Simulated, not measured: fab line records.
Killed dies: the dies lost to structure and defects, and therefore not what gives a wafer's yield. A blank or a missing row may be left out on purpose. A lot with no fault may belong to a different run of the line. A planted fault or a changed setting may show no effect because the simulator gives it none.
A struck lot beside a sound one ; flow n5Finfet ; 45 out of 1938 route steps
Sound: these wafers, L227.2, L227.4, L227.6. Struck: wafer L231.3. (L231.4 of the same lot was not struck and is left out.) The cause comes at the end.
Each step with rows lists, per side, the tool, then ch with its chambers, then its first start. Under that, the readings that differ: sound wafers ; struck wafers ; difference of the means ; sigmas: that difference in standard deviations of wafers without a fault.
alike: same words and numbers on both sides, and readings whose means sit less than 2 such deviations apart. not compared: any withheld reading, any reading some wafer has no value for, any bound like >300 that may hide the same value, and any number with overlapping values for which the record gives no deviation.
The two part at a step that has a row with sigmas, a row that says differs or no value, or rows on one side only. Numbers that don't overlap but have no deviation are shown without sigmas and don't part them. Lack of a reading on every wafer of one side parts them only where that side has two or more wafers.

first, 11 steps without rows for these wafers: N5_BEOL_M2_DESCUM_33 (chemistry O2, time 7 s); N5_BEOL_M2_ETCH_77 (etches underlayer in N2/H2, target depth 6.5 nm, time 5.2 s); N5_BEOL_M2_ETCH_69 (etches SiARC in CF4, target depth 15.6 nm, time 26 s); N5_BEOL_M2_ALD_98 (deposits SiO2, target thk 2.5 nm, pulse time 1 s, co reactant pulse time 1 s); N5_BEOL_M2_ETCHBACK_99 (etches SiO2 in CHF3, target depth 5 nm, time 10.4 s); N5_BEOL_M2_ETCH_70 (etches SOC in N2/H2, target depth 80 nm, overetch 24 nm, time 130 s); N5_BEOL_M2_STRIP_71 (strips in N2/H2); N5_BEOL_M2_STRIP_78 (strips in N2/H2); N5_BEOL_M2_VIA_ETCH_34 (etches the open film in C4F6/O2, target depth 69.4 nm, time 65.9 s); N5_BEOL_M2_STRIP_83 (strips in C4F6/O2); N5_BEOL_M2_STRIP_36 (strips in N2/H2).
N5_BEOL_M2_TRENCH_ETCH_37: etches SiOC in C4F6/O2, target depth 55.555 nm, time 29.2 s.
  sound on rieDiel-01 ch 2,3, day 7 22:52; struck on rieDiel-01 ch 2, day 9 11:53
reading;sound;struck;difference;sigmas
rfVppV (V);671 650 670;649;-15;-2
model.BEOL_M2.featureDepthNm (nm);55.8 55.6 56.2;47;-9;
model.etch.depthNm (nm);55.83 55.52 56.15;47.08;-8.75;
model.TiN_of_BEOL_M2_HM_DEP_02.thkNm (nm);17.8 17.8 17.8;18.2;+0.4;
  alike: C4F6_flow_sccm, drypumpMotorCurrentA, oesProductAu, showerheadPlenumPTorr, throttleValvePct
  not compared: rfHoursCounterH
then, 2 steps without rows for these wafers: N5_BEOL_M2_ETCH_41 (etches SiCN in CH3F/O2, target depth 29.9 nm, time 52.5 s); N5_BEOL_M2_STRIP_97 (strips in N2/H2, time 10 s).
N5_BEOL_M2_OCD_MEAS_38:
  sound on ocd-01 at day 7 23:01; struck on ocd-01 at day 9 12:02
reading;sound;struck;difference;sigmas
trenchDepthNm (nm);56.0 55.2 56.3;46.5;-9.3;-14
then, 25 steps without rows for these wafers: N5_BEOL_M2_HM_STRIP_39 (strips TiN in peroxide tin strip, target depth 25 nm, time 158 s); N5_BEOL_M2_SRD_40 (time 30 s); N5_BEOL_M2_PRECLEAN_42 (cleans in residue remover, time 60 s); N5_BEOL_M2_SRD_43 (time 30 s); N5_BEOL_M2_DEGAS_44 (time 60 s); N5_BEOL_M2_PRE_CLEAN_45 (time 30 s); N5_BEOL_M2_ALD_84 (deposits TaN, pulse time 2 s, purge time 3 s, co reactant purge time 2 s); N5_BEOL_M2_SURFACE_TREAT_85; N5_BEOL_M2_CVD_47 (deposits Co from CCTBA/H2, target thk 3 nm, time 223.8 s); N5_BEOL_M2_SPUTTER_48 (material Cu, target thk 4.5 nm, time 8.29 s); N5_BEOL_M2_ANNEAL_49 (time 240 s); N5_BEOL_M2_SPUTTER_79 (material Cu, target thk 4.5 nm, time 8.29 s); N5_BEOL_M2_ANNEAL_80 (time 240 s); N5_BEOL_M2_SPUTTER_81 (material Cu, target thk 4.5 nm, time 8.29 s); N5_BEOL_M2_ANNEAL_82 (time 240 s); N5_BEOL_M2_SPUTTER_86 (material Cu, target thk 4.5 nm, time 8.29 s); N5_BEOL_M2_ANNEAL_87 (time 240 s); N5_BEOL_M2_SPUTTER_88 (material Cu, target thk 4.5 nm, time 8.29 s); N5_BEOL_M2_ANNEAL_89 (time 240 s); N5_BEOL_M2_SPUTTER_90 (material Cu, target thk 4.5 nm, time 8.29 s); N5_BEOL_M2_ANNEAL_91 (time 240 s); N5_BEOL_M2_SPUTTER_92 (material Cu, target thk 4.5 nm, time 8.29 s); N5_BEOL_M2_ANNEAL_93 (time 240 s); N5_BEOL_M2_SPUTTER_94 (material Cu, target thk 4.5 nm, time 8.29 s); N5_BEOL_M2_ANNEAL_95 (time 240 s).
N5_BEOL_M2_CMP_52: polishes, stops on SiOC, t overpolish 6.8 s, target thk 40 nm.
  sound on cmp-02 ch 0,3, day 8 02:33; struck on cmp-04 ch 3, day 9 15:32
reading;sound;struck;difference;sigmas
model.Cu_of_BEOL_M2_ECD_50.thkNm (nm);39 39.8 39;29.8;-9.5;
  alike: barrierFieldEndpointS, edgeZonePressureFrac, motorCurrentA, overpolishRunS, timeToEndpointS
  not compared: padLifeWafers
N5_BEOL_M2_THK_MEAS_53: measures by xrf.
  sound on filmMetro-01 at day 8 02:51; struck on filmMetro-02 at day 9 15:50
reading;sound;struck;difference;sigmas
M2_THK (nm);38.2 39.0 38.1;29.7;-8.7;-7
N5_BEOL_M2_RS_MEAS_58: the measuring method here is four-point-probe.
  sound on filmMetro-01 at day 8 03:07; struck on filmMetro-02 at day 9 16:05
reading;sound;struck;difference;sigmas
M2_RS (ohm/sq);0.692 0.673 0.692;0.983;+0.297;+11
N5_BEOL_M4_RC_MEAS_101:
  sound on prober-01 ch 0, day 9 00:07; struck on prober-02 ch 0, day 10 10:17
reading;sound;struck;difference;sigmas
IOFF_P (nA/um);0.24 0.23 0.25;0.17;-0.07;-2
SERP_M2 (ohm/um);194 210 207;283;+79;+7
SERP_M2_max_site (ohm/um);206 220 219;305;+90;+6
VT_P (mV);-246 -247 -244;-253;-7;-2
  alike: DIBL_N, DIBL_P, IOFF_N, ION_N, ION_P, SS_N, SS_P, VT_N
-- the record jumps here: 4 days lie between the struck wafers' starts before and after (it left off in module BEOL_M4 and takes up again in module PASSIVATION, whose first step shown is number 1936 of the route) --
N5_PASSIVATION_PROBE_49:
  sound on prober-01 at day 13 01:07; struck on prober-01 at day 14 21:50
reading;sound;struck;difference;sigmas
sort_bin_8_speed (%);0 0 0;0.17;+0.17;
  alike: defectLimitedYield, killed_at_M0_to_M3, killed_at_M4_up, killedAtContacts, killedAtFrontEnd, killedAtOther, killedDies, killedOpen, killedShort, sort_bin_5_function, sort_bin_6_memory, sortNPass

== WHERE THEY PART ==
Last at N5_BEOL_M4_RC_MEAS_101 as far as this record goes, first at N5_BEOL_M2_TRENCH_ETCH_37. Later steps at which nothing parts them and some readings are alike: N5_PASSIVATION_PROBE_49.

WHY: the cause the simulator had injected
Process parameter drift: rieDiel-01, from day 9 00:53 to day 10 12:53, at N5_BEOL_M2_TRENCH_ETCH_37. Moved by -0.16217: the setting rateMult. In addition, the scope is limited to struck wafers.
